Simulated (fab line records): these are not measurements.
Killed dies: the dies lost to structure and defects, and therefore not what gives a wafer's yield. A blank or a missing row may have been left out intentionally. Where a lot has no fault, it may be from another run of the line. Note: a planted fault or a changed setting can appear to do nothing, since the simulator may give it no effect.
Check for tools in common + flow nand-harc + 12 lots, 36 wafers sampled

## WHY IT WAS OPENED
On 2 of the 12 lots, a flag is raised at NHARC_A_ONON_D2_THK_MEAS_30 on the reading thk-nm. No-fault wafers: 1000 nm, standard deviation 9.3.
Rule: a lot gets a flag if all its wafers with a number sit over 4 standard deviations from that mean, or if no wafer of it has a number. The rest of the lots are taken to be sound.

| lot  | measured     | on            | thk-nm (nm), wafer by wafer | flag    |
|------|--------------|---------------|-----------------------------|---------|
| L932 | day 13 22:58 | film-metro-02 | 984 981 985                 |         |
| L933 | day 14 13:14 | film-metro-02 | 1000 1001 999               |         |
| L935 | day 14 20:07 | film-metro-01 | 1006 1005 1006              |         |
| L937 | day 15 17:22 | film-metro-01 | 1500 1501 1503              | FLAGGED |
| L939 | day 16 05:06 | film-metro-01 | 1486 1483 1484              | FLAGGED |
| L946 | day 18 17:56 | film-metro-01 | 1006 1004 1006              |         |
| L945 | day 18 17:56 | film-metro-02 | 1005 1007 1006              |         |
| L947 | day 19 13:46 | film-metro-01 | 987 985 988                 |         |
| L948 | day 20 01:20 | film-metro-01 | 1007 1008 1008              |         |
| L950 | day 21 03:27 | film-metro-02 | 1023 1026 1027              |         |
| L951 | day 21 15:21 | film-metro-01 | 1003 1004 1003              |         |
| L954 | day 22 01:26 | film-metro-01 | 1008 1009 1010              |         |
Average over the flagged lots: 1493 nm; offset from the usual +493 nm, equal to +53 standard deviations.

## TOOL THAT RAN EACH LOT
Before the reading, the record contains 3 process steps out of a 1302-step route. Every cell lists first the tool, next ch and the chambers used by the sampled wafers, and last the start.
| lot  | flag    | NHARC_A_CHANNEL_FILL_D1_ETCHBACK_08           | NHARC_A_CHANNEL_FILL_D1_STRIP_29              | NHARC_A_ONON_D2_DEP_28           |
|------|---------|-----------------------------------------------|-----------------------------------------------|----------------------------------|
| L932 |         | rie-diel-08 ch 1,2, day 13 22:28 or earlier   | rie-diel-08 ch 0,2,3, day 13 22:28 or earlier | pecvd-onon-04 ch 0, day 13 22:28 |
| L933 |         | rie-diel-08 ch 0,2, day 14 12:44 or earlier   | rie-diel-08 ch 1,2,3, day 14 12:44 or earlier | pecvd-onon-01 ch 0, day 14 12:44 |
| L935 |         | rie-diel-13 ch 0,1,2, day 14 19:36 or earlier | rie-diel-13 ch 0,1, day 14 19:36 or earlier   | pecvd-onon-01 ch 0, day 14 19:36 |
| L937 | FLAGGED | rie-diel-08 ch 0,2,3, day 15 16:51 or earlier | rie-diel-08 ch 0,2, day 15 16:51 or earlier   | pecvd-onon-02 ch 0, day 15 16:51 |
| L939 | FLAGGED | rie-diel-04 ch 0,1, day 13 18:31 or earlier   | rie-diel-04 ch 0,1, day 13 18:31              | pecvd-onon-02 ch 0, day 16 04:36 |
| L946 |         | rie-diel-13 ch 0,1,3, day 18 17:29 or earlier | rie-diel-13 ch 1,2,3, day 18 17:29 or earlier | pecvd-onon-01 ch 0, day 18 17:29 |
| L945 |         | rie-diel-04 ch 1,2,3, day 16 12:58 or earlier | rie-diel-04 ch 2,3, day 16 12:58              | pecvd-onon-02 ch 0, day 18 17:29 |
| L947 |         | rie-diel-08 ch 1,2,3, day 19 13:22 or earlier | rie-diel-08 ch 0,1, day 19 13:22 or earlier   | pecvd-onon-02 ch 0, day 19 13:22 |
| L948 |         | rie-diel-13 ch 0,1,3, day 20 00:53 or earlier | rie-diel-13 ch 0,1,3, day 20 00:53 or earlier | pecvd-onon-02 ch 0, day 20 00:53 |
| L950 |         | rie-diel-08 ch 1,2,3, day 21 02:56 or earlier | rie-diel-08 ch 0,1,2, day 21 02:56 or earlier | pecvd-onon-04 ch 0, day 21 02:56 |
| L951 |         | rie-diel-13 ch 0,1,2, day 21 14:54 or earlier | rie-diel-13 ch 0,2,3, day 21 14:54 or earlier | pecvd-onon-02 ch 0, day 21 14:54 |
| L954 |         | rie-diel-08 ch 1,2,3, day 22 00:59 or earlier | rie-diel-08 ch 0,1,3, day 22 00:59 or earlier | pecvd-onon-01 ch 0, day 22 00:59 |
What is done by these steps:
- NHARC_A_CHANNEL_FILL_D1_ETCHBACK_08: etches the open film in C4F8, target depth 220 nm, time 110 s.
- NHARC_A_CHANNEL_FILL_D1_STRIP_29: strips in O2, time 20 s.
- NHARC_A_ONON_D2_DEP_28: target thk 1000 nm.
- NHARC_A_ONON_D2_THK_MEAS_30: measures by ellipsometry.

## FLAGGED AGAINST TOTAL, ONE TOOL AT A TIME (gauges that did the reading follow at the end)
| step                                | tool          | lots run | flagged | share of the flagged lots | sound lots run after its first flagged lot |
|-------------------------------------|---------------|----------|---------|---------------------------|--------------------------------------------|
| NHARC_A_CHANNEL_FILL_D1_ETCHBACK_08 | rie-diel-04   | 2        | 1       | some                      | 1 (L945)                                   |
| NHARC_A_CHANNEL_FILL_D1_ETCHBACK_08 | rie-diel-08   | 6        | 1       | some                      | 3 (L947,L950,L954)                         |
| NHARC_A_CHANNEL_FILL_D1_ETCHBACK_08 | rie-diel-13   | 4        | 0       | none                      | -                                          |
| NHARC_A_CHANNEL_FILL_D1_STRIP_29    | rie-diel-04   | 2        | 1       | some                      | 1 (L945)                                   |
| NHARC_A_CHANNEL_FILL_D1_STRIP_29    | rie-diel-08   | 6        | 1       | some                      | 3 (L947,L950,L954)                         |
| NHARC_A_CHANNEL_FILL_D1_STRIP_29    | rie-diel-13   | 4        | 0       | none                      | -                                          |
| NHARC_A_ONON_D2_DEP_28              | pecvd-onon-01 | 4        | 0       | none                      | -                                          |
| NHARC_A_ONON_D2_DEP_28              | pecvd-onon-02 | 6        | 2       | all                       | 4 (L945,L947,L948,L951)                    |
| NHARC_A_ONON_D2_DEP_28              | pecvd-onon-04 | 2        | 0       | none                      | -                                          |
| NHARC_A_ONON_D2_THK_MEAS_30         | film-metro-01 | 8        | 2       | all                       | 5 (L946,L947,L948,L951,L954)               |
| NHARC_A_ONON_D2_THK_MEAS_30         | film-metro-02 | 4        | 0       | none                      | -                                          |
With no start given for some of its lots, NHARC_A_CHANNEL_FILL_D1_ETCHBACK_08 uses the hours and lot order of NHARC_A_ONON_D2_DEP_28. With no start given for some of its lots, NHARC_A_CHANNEL_FILL_D1_STRIP_29 uses the hours and lot order of NHARC_A_ONON_D2_DEP_28.

## WHAT THE TABLE PERMITS
pecvd-onon-02 at NHARC_A_ONON_D2_DEP_28 and film-metro-01 at NHARC_A_ONON_D2_THK_MEAS_30 are the 2 rows of the table that ran each flagged lot.
- pecvd-onon-02 at NHARC_A_ONON_D2_DEP_28: 2 of its 6 lots flagged. After the first flagged lot (L945, L947, L948, L951), sound lots still ran on it; a lasting fault on the whole tool would not permit that.
- film-metro-01 at NHARC_A_ONON_D2_THK_MEAS_30: 2 of its 8 lots flagged. After the first flagged lot (L946, L947, L948, L951, L954), sound lots still ran on it; a lasting fault on the whole tool would not permit that.
Every row of the table either missed a flagged lot or ran a sound lot after the first.

## WHAT THE SIMULATOR HAD PUT IN
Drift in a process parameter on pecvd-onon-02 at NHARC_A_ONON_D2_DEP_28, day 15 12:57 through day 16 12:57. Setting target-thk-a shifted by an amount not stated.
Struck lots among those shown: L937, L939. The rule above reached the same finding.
